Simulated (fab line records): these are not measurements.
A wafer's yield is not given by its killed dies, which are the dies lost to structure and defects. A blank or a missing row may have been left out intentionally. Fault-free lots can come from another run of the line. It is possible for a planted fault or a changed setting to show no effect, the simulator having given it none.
Lot-split experiment :: flow n5-finfet :: 21 wafers read from 7 lots, route of 1938 steps

== THE SPLIT ITSELF ==
At N5_BEOL_M10_PEB_26 (peb time 60 s), the setting peb-time-s was moved away from the recipe's 60 s on 6 of the 21 wafers read, by -17.2% to +17.7%. This setting was run at the recipe's value on the other wafers.

== FROM SPLIT TO READING: 1 step shown by the file between the two ==
- N5_BEOL_M10_DEVELOP_27: develop time 30 s

== THE READING ==
cd-nm at N5_BEOL_M10_CD_MEAS_28, given in nm (cd target 70 nm). Typical for fault-free wafers on this fab line: 69.8 nm, with standard deviation 0.8 nm.

wafer: L077.3
tool, chamber at the split: litho-track-03, 0
peb-time-s as run, s: 68.99
against the recipe: +15.0%
cd-nm, nm: 75.1
against lot-mates on the recipe: +4.3

wafer: L077.4
tool, chamber at the split: litho-track-03, 0
peb-time-s as run, s: 68.99
against the recipe: +15.0%
cd-nm, nm: 75.7
against lot-mates on the recipe: +4.9

wafer: L077.5
tool, chamber at the split: litho-track-03, 0
peb-time-s as run, s: 60
against the recipe: recipe
cd-nm, nm: 70.8
against lot-mates on the recipe: -

wafer: L078.2
tool, chamber at the split: litho-track-01, 0
peb-time-s as run, s: 60
against the recipe: recipe
cd-nm, nm: 71.3
against lot-mates on the recipe: -

wafer: L078.5
tool, chamber at the split: litho-track-01, 0
peb-time-s as run, s: 60
against the recipe: recipe
cd-nm, nm: 69.0
against lot-mates on the recipe: -

wafer: L078.6
tool, chamber at the split: litho-track-01, 0
peb-time-s as run, s: 60
against the recipe: recipe
cd-nm, nm: 69.0
against lot-mates on the recipe: -

wafer: L082.1
tool, chamber at the split: litho-track-02, 0
peb-time-s as run, s: 60
against the recipe: recipe
cd-nm, nm: 70.3
against lot-mates on the recipe: -

wafer: L082.2
tool, chamber at the split: litho-track-02, 0
peb-time-s as run, s: 49.7
against the recipe: -17.2%
cd-nm, nm: 61.0
against lot-mates on the recipe: -8.9

wafer: L082.5
tool, chamber at the split: litho-track-02, 0
peb-time-s as run, s: 60
against the recipe: recipe
cd-nm, nm: 69.5
against lot-mates on the recipe: -

wafer: L090.1
tool, chamber at the split: litho-track-03, 0
peb-time-s as run, s: 60
against the recipe: recipe
cd-nm, nm: 70.0
against lot-mates on the recipe: -

wafer: L090.3
tool, chamber at the split: litho-track-03, 0
peb-time-s as run, s: 70.63
against the recipe: +17.7%
cd-nm, nm: 74.7
against lot-mates on the recipe: +5.0

wafer: L090.6
tool, chamber at the split: litho-track-03, 0
peb-time-s as run, s: 60
against the recipe: recipe
cd-nm, nm: 69.5
against lot-mates on the recipe: -

wafer: L091.1
tool, chamber at the split: litho-track-03, 0
peb-time-s as run, s: 51.05
against the recipe: -14.9%
cd-nm, nm: 62.0
against lot-mates on the recipe: -7.5

wafer: L091.3
tool, chamber at the split: litho-track-03, 0
peb-time-s as run, s: 60
against the recipe: recipe
cd-nm, nm: 69.5
against lot-mates on the recipe: -

wafer: L091.4
tool, chamber at the split: litho-track-03, 0
peb-time-s as run, s: 51.05
against the recipe: -14.9%
cd-nm, nm: 63.2
against lot-mates on the recipe: -6.3

wafer: L095.1
tool, chamber at the split: litho-track-02, 0
peb-time-s as run, s: 60
against the recipe: recipe
cd-nm, nm: 70.2
against lot-mates on the recipe: -

wafer: L095.3
tool, chamber at the split: litho-track-02, 0
peb-time-s as run, s: 60
against the recipe: recipe
cd-nm, nm: 69.3
against lot-mates on the recipe: -

wafer: L095.5
tool, chamber at the split: litho-track-02, 0
peb-time-s as run, s: 60
against the recipe: recipe
cd-nm, nm: 69.8
against lot-mates on the recipe: -

wafer: L097.1
tool, chamber at the split: litho-track-02, 0
peb-time-s as run, s: 60
against the recipe: recipe
cd-nm, nm: 69.3
against lot-mates on the recipe: -

wafer: L097.2
tool, chamber at the split: litho-track-02, 0
peb-time-s as run, s: 60
against the recipe: recipe
cd-nm, nm: 69.1
against lot-mates on the recipe: -

wafer: L097.4
tool, chamber at the split: litho-track-02, 0
peb-time-s as run, s: 60
against the recipe: recipe
cd-nm, nm: 70.9
against lot-mates on the recipe: -

THE FIT
A straight line over all 21 wafers: cd-nm changes by +0.413 nm for each +1% of peb-time-s; r = +0.97; the points scatter about the line by 0.97 nm.
The same after taking each lot's own level away (the mean of its wafers on the recipe; 21 wafers): +0.389 nm for each +1%; r = +0.96; scatter 0.96 nm.
The reading moves by 6.9 nm for the largest change in peb-time-s, on that fit.
Measured against the standard deviation above, the lots' own levels, which go from 69.50 to 70.80 nm, span 1.6 times it.
The two slopes are in agreement: the lot-to-lot level therefore moves the slope only a little.
Check: with one of the wafers moved furthest among these (+17.7%) left out of the fit, the line predicts +6.99 nm for it against its lot-mates. It came out at +4.95 nm against them.

== FURTHER SPLITS ON THESE WAFERS ==
These wafers also went through other splits before the reading. Each is held against what the fit with the lots' levels taken away leaves over:
other split on the same wafers: N5_BEOL_M9_EXPOSE_08 dose-mj
wafers away from the commonest value: 4
r with cd-nm (lot level and that fit taken away): +0.48

== THE FILE'S OWN FIT ==
cd-nm changes by +0.389 nm for each +1% of peb-time-s, r = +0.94.
